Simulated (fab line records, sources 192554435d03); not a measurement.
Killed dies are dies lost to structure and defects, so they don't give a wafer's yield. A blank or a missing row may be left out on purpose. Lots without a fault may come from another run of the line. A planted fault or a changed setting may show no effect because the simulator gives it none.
fab line records | flow n5_finfet
record lots=4 wafers=12 last_day=17
route steps=1938 shown BEOL_M1@835 BEOL_M2@841 BEOL_M4@1111 PASSIVATION@1936
lots that met no fault: from a run of the same line without faults
start_h: hours from the record's first day to the start of the lot's first wafer shown | wait_h: hours since the lot's step before | " the same as in the row above | L1.1+2: a row that stands for several wafers | - no value, or no start given | * or withheld: withheld | < > ~ a bound
route shown NAME@n: a module of which the file shows steps, and the number in the route of the first | usual: mean/standard deviation of fault-free wafers | same: alike in all rows | chamber/n: place in a boat | sites: the reading at each site | _std_site: their standard deviation | _edge_site: outer sites' mean less inner sites' | radius_mm: how far each site lies from the wafer's centre | mask NAME#n: copy n | behind: the tool/chamber that last shaped the wafer | hold: why the lot was held/for how many hours/how that ended | device: the transistor (n, p or np) that didn't switch | end of line: the same wafers' tests at the end of the route | a step without rows: its recipe alone | killed: dies lost to structure and defects at the first sort, not the wafer's yield | map: a wafer's dies, x killed, . not, _ none there
set.NAME: the setting as run; set.NAME@STEP: as run at that earlier step | model.NAME: the simulator's own value behind a step, which no gauge read
lots at some steps of the route; a table a step, a row a wafer
services: from which hour (start_h, from the record's first day; less than 0 if before it) a tool's chamber was out of use, for how many hours, and why
## steps
# step N5_BEOL_M1_PRE_CLEAN_60
# recipe gas=NH3/H2 time_s=15 temp_c=* rf_power_w=300
# step N5_BEOL_M1_CO_CAP_55
# recipe material=Co target_thk_a=20 temp_c=200 precursor=CCTBA/H2 pressure_torr=30 time_s=102.1
# step N5_BEOL_M1_PRE_CLEAN_56
# recipe gas=NH3 time_s=15 temp_c=withheld rf_power_w=300
# step N5_BEOL_M1_DEP_57
# recipe material=SiCN target_thk_a=80 temp_c=withheld precursor=3MS/NH3 pressure_torr=3 rf_w=202 time_s=14
# step N5_BEOL_M2_ILD_DEP_00
# recipe material=SiOC target_thk_a=790 temp_c=350 precursor=DEMS/O2 pressure_torr=5 rf_w=500 time_s=15.3
# step N5_BEOL_M2_PECVD_72
# recipe material=SiO2 target_thk_a=160 temp_c=400 precursor=TEOS/O2 pressure_torr=5.5 rf_w=450 teos_flow_sccm=53.8 gas=O2 flow_sccm=3000 time_s=18
# step N5_BEOL_M2_HM_DEP_02
# recipe material=TiN target_thk_a=200 temp_c=25 chamber_pressure_pa=0.49996
# step N5_BEOL_M2_COAT_61
# recipe resist=SOC temp_c=250 time_s=60 spin_rpm=1500 resist_thk_nm=60
# step N5_BEOL_M2_COAT_62
# recipe resist=SiARC temp_c=220 time_s=60 spin_rpm=1500 resist_thk_nm=12
# usual chill_plate_temp_C=22.97/0.1 spin_speed_rpm=1499.9/1
# columns lot.wafer tool chamber start_h wait_h chill_plate_temp_C spin_speed_rpm model.SiARC_of_BEOL_M2_COAT_62.thk_nm
L546.1 litho_track-02 0 171.50 - 23.07 1501.6 12
L546.2 " 0 " " 23.04 1500.3 12
L546.5 " 0 " " 23.06 1501.4 12
L555.1 litho_track-02 0 228.23 - 22.95 1635.3 11.4
L555.4 " 0 " " 23.11 1634.4 11.6
L555.5 " 0 " " 22.96 1635.9 11.6
L557.2 litho_track-02 0 235.79 - 22.82 1632.5 11.6
L557.3 " 0 " " 22.88 1634.0 11.6
L557.5 " 0 " " 23.03 1634.5 11.6
L564.3 litho_track-03 0 280.32 - 22.91 1498.2 12
L564.4 " 0 " " 22.98 1500.5 12
L564.6 " 0 " " 22.98 1500.0 12
# step N5_BEOL_M2_COAT_73
# recipe resist=underlayer temp_c=205 time_s=60 spin_rpm=1500 resist_thk_nm=5
# step N5_BEOL_M2_COAT_05
# recipe resist=CAR-EUV spin_rpm=1500 resist_thk_nm=30
# step N5_BEOL_M2_EBR_07
# recipe solvent=PGMEA ebr_width_mm=1.5
# step N5_BEOL_M2_SOFTBAKE_06
# recipe temp_c=110 time_s=60 resist=CAR-EUV
# step N5_BEOL_M2_EXPOSE_08
# recipe mask_id=M2 na=0.33 source_shape=dipole sigma_inner=0.369 sigma_outer=0.767 polarization=unpolarized dose_mj=41.25
# step N5_BEOL_M2_PEB_09
# recipe peb_temp_c=100 peb_time_s=60 resist=CAR-EUV
# step N5_BEOL_M2_DEVELOP_10
# recipe develop_time_s=30 developer=TMAH resist=CAR-EUV rinse_liquid=surfactant_rinse dry=air_spin dev_temp_c=23
# step N5_BEOL_M2_DESCUM_16
# recipe chemistry=O2 time_s=7 source_power_w=50 bias_power_w=20 pressure_mtorr=20 rf_frequency_hz=2.712e+07 temp_c=40 resist=CAR-EUV o2_flow_sccm=225
# step N5_BEOL_M2_ETCH_74
# recipe chemistry=N2/H2 target=underlayer target_depth_a=65 mask_material=CAR-EUV time_s=5.2 ion_energy_ev=200 pressure_mtorr=30 source_w=840 bias_w=150 n2_flow_sccm=200 h2_flow_sccm=200 ends=cleared
# step N5_BEOL_M2_ETCH_63
# recipe chemistry=CF4 target=SiARC target_depth_a=156 mask_material=CAR-EUV time_s=26 ion_energy_ev=80 pressure_mtorr=40 source_w=545 bias_w=36 Ar_flow_sccm=100 cf4_flow_sccm=100 ends=cleared
# usual drypump_motor_current_A=5.9/0.41 etch_rf_on_time_s=26.3/0.98 oes_product_au=0.66/0.056 rf_fwd_power_W=532.5/2.4 rf_vpp_V=184.0/1 showerhead_plenum_p_Torr=2.15/0.057 throttle_valve_pct=15.68/0.2
# columns lot.wafer tool chamber start_h wait_h drypump_motor_current_A etch_rf_on_time_s oes_product_au rf_fwd_power_W rf_hours_counter_h rf_vpp_V showerhead_plenum_p_Torr throttle_valve_pct model.etch.depth_nm
L546.1 rie_diel-01 2 172.20 0.0 6.2 25.8 0.78 532.2 28 185.1 2.18 15.63 11.99
L546.2 " 1 " " 5.9 26.9 0.60 533.2 168 181.4 2.05 15.62 11.97
L546.5 " 1 " " 5.9 27.0 0.60 533.6 - 181.9 2.05 15.64 11.99
L555.1 rie_diel-03 3 228.80 0.0 6.3 25.4 0.70 533.9 92 183.7 2.08 15.29 11.47
L555.4 " 2 " " 5.4 25.8 0.59 536.6 197 183.8 2.12 15.46 11.51
L555.5 " 0 " " 6.1 24.5 0.61 532.1 - 184.3 2.13 15.97 11.52
L557.2 rie_diel-03 3 236.23 0.0 6.3 25.9 0.69 531.4 95 181.7 2.08 15.28 11.56
L557.3 " 0 " " 6.1 24.4 0.61 528.4 191 183.7 2.13 15.97 11.54
L557.5 " 0 " " 6.1 24.3 0.61 527.7 - 185.5 2.13 15.98 11.56
L564.3 rie_diel-03 3 280.76 0.0 6.3 26.4 0.67 532.0 112 183.5 2.08 15.32 11.93
L564.4 " 2 " " 5.4 27.0 0.58 533.0 215 183.9 2.11 15.50 11.98
L564.6 " 0 " " 6.1 25.4 0.60 533.6 - 183.7 2.13 16.02 11.97
# step N5_BEOL_M2_ETCH_64
# recipe chemistry=N2/H2 target=SOC target_depth_a=750 overetch_a=225 mask_material=SiARC temp_c=40 time_s=121.9 ion_energy_ev=200 pressure_mtorr=30 source_w=840 bias_w=150 n2_flow_sccm=200 h2_flow_sccm=200
# usual drypump_motor_current_A=5.9/0.42 oes_product_au=0.59/0.049 rf_fwd_power_W=837.1/2.4 rf_vpp_V=523.9/2 showerhead_plenum_p_Torr=2.54/0.071 throttle_valve_pct=17.80/0.21
# columns lot.wafer tool chamber start_h wait_h drypump_motor_current_A oes_product_au rf_fwd_power_W rf_hours_counter_h rf_vpp_V showerhead_plenum_p_Torr throttle_valve_pct model.SiARC_of_BEOL_M2_COAT_62.thk_nm
L546.1 rie_diel-01 2 172.22 0.0 6.2 0.69 839.2 28 524.7 2.59 17.82 6.2
L546.2 " 1 " " 6.0 0.55 837.6 168 520.8 2.40 17.59 6.6
L546.5 " 1 " " 5.9 0.55 830.0 - 521.3 2.40 17.60 6.6
L555.1 rie_diel-03 3 228.82 0.0 6.3 0.63 836.3 92 522.5 2.46 17.40 6
L555.4 " 2 " " 5.4 0.55 839.8 197 523.8 2.54 17.79 6
L555.5 " 0 " " 6.1 0.54 836.8 - 522.7 2.49 17.93 6
L557.2 rie_diel-03 3 236.26 0.0 6.3 0.63 834.6 96 520.6 2.46 17.42 6
L557.3 " 0 " " 6.1 0.54 841.3 191 522.9 2.49 17.96 6
L557.5 " 0 " " 6.1 0.53 838.3 - 523.1 2.49 17.94 6
L564.3 rie_diel-03 3 280.79 0.0 6.3 0.61 833.3 112 520.5 2.45 17.43 6.4
L564.4 " 2 " " 5.4 0.53 844.0 215 522.7 2.54 17.84 6.6
L564.6 " 0 " " 6.1 0.52 836.9 - 522.2 2.48 17.97 6.4
# step N5_BEOL_M2_STRIP_65
# recipe chemistry=N2/H2 temp_c=40 n2_flow_sccm=200 h2_flow_sccm=200 rf_frequency_hz=6e+07
# step N5_BEOL_M4_RC_MEAS_101
# usual DIBL_N=36.6/2.1 DIBL_P=36.5/2.7 IOFF_N=0.17/0.043 IOFF_P=0.22/0.045 ION_N=674/17 ION_P=461/9.9 SS_N=71.7/0.79 SS_P=73.4/0.79 VT_N=249/4 VT_P=-250/3.3
# columns lot.wafer tool chamber start_h wait_h DIBL_N[mV/V] DIBL_P[mV/V] IOFF_N[nA/um] IOFF_P[nA/um] ION_N[uA/um] ION_P[uA/um] SS_N[mV/dec] SS_P[mV/dec] VT_N[mV] VT_P[mV]
L546.1 prober-02 0 215.42 0.0 37.0 36.8 0.19 0.23 678 461 71.6 74.2 248 -249
L546.2 " 0 " " 35.0 35.3 0.16 0.20 687 466 70.9 73.1 249 -251
L546.5 " 0 " " 38.3 39.2 0.23 0.27 685 462 72.1 74.6 243 -248
L555.1 prober-02 0 253.49 0.0 41.1 41.8 0.26 0.29 693 464 72.5 74.7 245 -247
L555.4 " 0 " " 33.5 32.8 0.11 0.15 646 445 70.7 72.3 254 -255
L555.5 " 0 " " 34.2 32.4 0.12 0.15 657 445 70.5 72.0 254 -255
L557.2 prober-02 0 274.16 0.2 34.9 36.4 0.14 0.20 674 472 70.8 73.4 251 -248
L557.3 " 0 " " 38.0 39.6 0.18 0.24 679 462 72.4 74.1 248 -249
L557.5 " 0 " " 39.4 41.1 0.20 0.27 668 459 72.8 74.0 248 -247
L564.3 prober-02 0 320.61 0.3 38.0 35.6 0.18 0.20 674 451 72.4 73.7 249 -249
L564.4 " 0 " " 35.6 33.7 0.13 0.17 678 462 71.6 73.0 254 -253
L564.6 " 0 " " 36.6 31.5 0.16 0.15 646 442 73.1 72.5 257 -253
# step N5_PASSIVATION_PROBE_49
# usual defect_limited_yield=91.5/1.7 killed_at_M0_to_M3=33/11 killed_at_M4_up=13/5.2 killed_at_contacts=11/5.7 killed_at_front_end=39/11 killed_at_other=4/3 killed_dies=101/20 killed_open=66/15 killed_short=33/8.4 sort_bin_5_function=5.0/1.1 sort_bin_6_memory=3.2/0.69 sort_bin_8_speed=0.1/0.52 sort_n_pass=1078/20 sort_yield_pct=91.4/1.7
# same gross_dies=1180 killed_at_back_side=0 sort_bin_4_leakage[%]=0
# columns lot.wafer tool chamber start_h wait_h defect_limited_yield[%] killed_at_M0_to_M3 killed_at_M4_up killed_at_contacts killed_at_front_end killed_at_other killed_dies killed_open killed_short sort_bin_5_function[%] sort_bin_6_memory[%] sort_bin_8_speed[%] sort_n_pass sort_yield_pct[%]
L546.1 prober-01 - 319.97 0.0 90.8 30 20 18 37 3 108 74 31 5.7 3.0 0 1072 90.8
L546.2 prober-01 - 320.02 0.1 91.7 32 15 9 40 2 98 53 43 4.7 3.3 0 1082 91.7
L546.5 prober-01 - 320.17 0.2 92.3 32 14 11 32 2 91 59 31 4.2 3.1 0 1089 92.3
# killed by level:class
L546.1 BEOL_M4:geometric_particle:open=15 MOL_CONTACT_COAG:geometric_particle:open=14 BEOL_M3:geometric_particle:open=9 FIN_SAQP:geometric_particle:open=7 BEOL_M0_SAQP:geometric_particle:short=6 ILD0:geometric_particle:open=5 GATE_CUT:geometric_particle:short=5 FIN_SAQP:geometric_particle:short=4
L546.2 GATE_CUT:geometric_particle:short=13 FIN_SAQP:geometric_particle:open=9 BEOL_M3:geometric_particle:open=9 MOL_CONTACT_COAG:geometric_particle:open=7 BEOL_M0_SAQP:geometric_particle:short=7 DUMMY_GATE:geometric_particle:short=4 BEOL_M0_SAQP:geometric_particle:open=4 BEOL_M1:geometric_particle:short=4
L546.5 GATE_CUT:geometric_particle:short=9 BEOL_M2:geometric_particle:open=9 MOL_CONTACT_COAG:geometric_particle:open=8 BEOL_M1:geometric_particle:open=7 BEOL_M4:geometric_particle:open=7 GATE_CUT:geometric_particle:open=5 BEOL_M3:geometric_particle:open=5 BEOL_M0_SAQP:geometric_particle:short=3
## services
# columns tool chamber start_h hours kind
rie_diel-03 - 222.26 2.8 pm
rie_diel-01 3 255.63 - clean
rie_diel-01 3 255.63 - consumable_replace:focus_ring
rie_diel-01 3 255.63 20.5 scheduled_down
rie_diel-01 3 255.63 20.5 vent_cycle
## key
first_sign step=N5_BEOL_M2_COAT_62 reading=spin_speed_rpm direction=up sigmas=99+ usual=* struck=*
effect none on later readings
model_effect step=N5_BEOL_M2_COAT_62 value=SiARC_of_BEOL_M2_COAT_62.thk_nm without=12 struck=11.57
model_effect step=N5_BEOL_M2_ETCH_63 value=etch.depth_nm without=12.03 struck=11.53
model_effect step=N5_BEOL_M2_ETCH_64 value=SiARC_of_BEOL_M2_COAT_62.thk_nm without=6.467 struck=6
met_at N5_BEOL_M2_COAT_62
struck_wafers L555.1,L555.4,L555.5,L557.2,L557.3,L557.5
onset_between 171.50 228.23
fault kind=process_parameter_drift tool=litho_track-02 chamber=- onset_h=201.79 steps=N5_BEOL_M2_COAT_62 channel=spin_rpm offset=* shape=step end_h=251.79 acts_in=* stated=*
